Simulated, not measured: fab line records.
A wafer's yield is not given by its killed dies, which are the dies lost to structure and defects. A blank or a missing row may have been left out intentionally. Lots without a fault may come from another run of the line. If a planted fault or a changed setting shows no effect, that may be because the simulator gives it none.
Matching of chambers + flow n5_finfet + 4 sister chambers for N5_BEOL_M6_VIA_ETCH_34 on rie_diel-04
The step etches SiCOH lowk in C4F6/O2, target depth 126.3 nm, time 50.9 s. 18 wafers are shown with their chamber, then 9 later ones without.

## EACH WAFER AND ITS CHAMBER
| wafer  | chamber | drypump_motor_current_A (A) | showerhead_plenum_p_Torr (Torr) | rf_vpp_V (V) |
|--------|---------|-----------------------------|---------------------------------|--------------|
| L075.1 | 1       | 5.4                         | 2.73                            | 656          |
| L075.3 | 2       | 4.7                         | 2.88                            | 674          |
| L075.5 | 1       | 5.4                         | 2.73                            | 655          |
| L078.3 | 1       | 5.4                         | 2.72                            | 655          |
| L078.5 | 2       | 4.7                         | 2.88                            | 675          |
| L078.6 | 1       | 5.4                         | 2.72                            | 655          |
| L081.1 | 1       | 5.4                         | 2.72                            | 656          |
| L081.3 | 0       | 6.1                         | 2.79                            | 667          |
| L081.6 | 3       | 5.5                         | 2.91                            | 678          |
| L080.1 | 0       | 6.1                         | 2.79                            | 668          |
| L080.2 | 2       | 4.7                         | 2.88                            | 674          |
| L080.3 | 1       | 5.4                         | 2.72                            | 656          |
| L082.4 | 1       | 5.4                         | 2.72                            | 656          |
| L082.5 | 0       | 6.1                         | 2.79                            | 667          |
| L082.6 | 3       | 5.5                         | 2.91                            | 677          |
| L087.1 | 2       | 4.8                         | 2.87                            | 674          |
| L087.4 | 1       | 5.4                         | 2.72                            | 655          |
| L087.5 | 2       | 4.7                         | 2.87                            | 676          |

SIGNATURES, as means of the wafers listed above
| reading                  | chamber 0 | chamber 1 | chamber 2 | chamber 3 | scatter within a chamber |
|--------------------------|-----------|-----------|-----------|-----------|--------------------------|
| drypump_motor_current_A  | 6.100     | 5.400     | 4.720     | 5.500     | 0.0239                   |
| showerhead_plenum_p_Torr | 2.7900    | 2.7225    | 2.8760    | 2.9100    | 0.00439                  |
| rf_vpp_V                 | 667.33    | 655.50    | 674.60    | 677.50    | 0.674                    |
Rule: distance of a wafer from a chamber = root of the sum over the readings of ((wafer's reading minus chamber's mean) / reading's scatter) squared. If the next closest chamber is less than 2 further off than the closest, the wafer can't be placed; otherwise it belongs to the closest. The scatter is the square root of a quotient: the sum, over the shown wafers, of each reading's squared deviation from its chamber's mean, divided by wafers minus chambers.

## WAFERS WITHOUT THEIR CHAMBER
| wafer  | drypump_motor_current_A (A) | showerhead_plenum_p_Torr (Torr) | rf_vpp_V (V) |
|--------|-----------------------------|---------------------------------|--------------|
| L088.1 | 6.1                         | 2.79                            | 666          |
| L088.3 | 5.4                         | 2.72                            | 656          |
| L088.6 | 5.5                         | 2.90                            | 678          |
| L093.2 | 5.5                         | 2.90                            | 677          |
| L093.4 | 5.4                         | 2.72                            | 656          |
| L093.5 | 4.7                         | 2.87                            | 674          |
| L094.3 | 5.5                         | 2.90                            | 675          |
| L094.4 | 5.4                         | 2.71                            | 657          |
| L094.5 | 5.4                         | 2.71                            | 654          |

## CHAMBER TAKEN BY EACH
| wafer  | from the rows above | in truth |
|--------|---------------------|----------|
| L088.1 | 0                   | 0        |
| L088.3 | 1                   | 1        |
| L088.6 | 3                   | 3        |
| L093.2 | 3                   | 3        |
| L093.4 | 1                   | 1        |
| L093.5 | 2                   | 2        |
| L094.3 | 3                   | 3        |
| L094.4 | 1                   | 1        |
| L094.5 | 1                   | 1        |
9 of 9 placed correctly. Can't be placed from these rows: 0. Wrongly placed: 0.
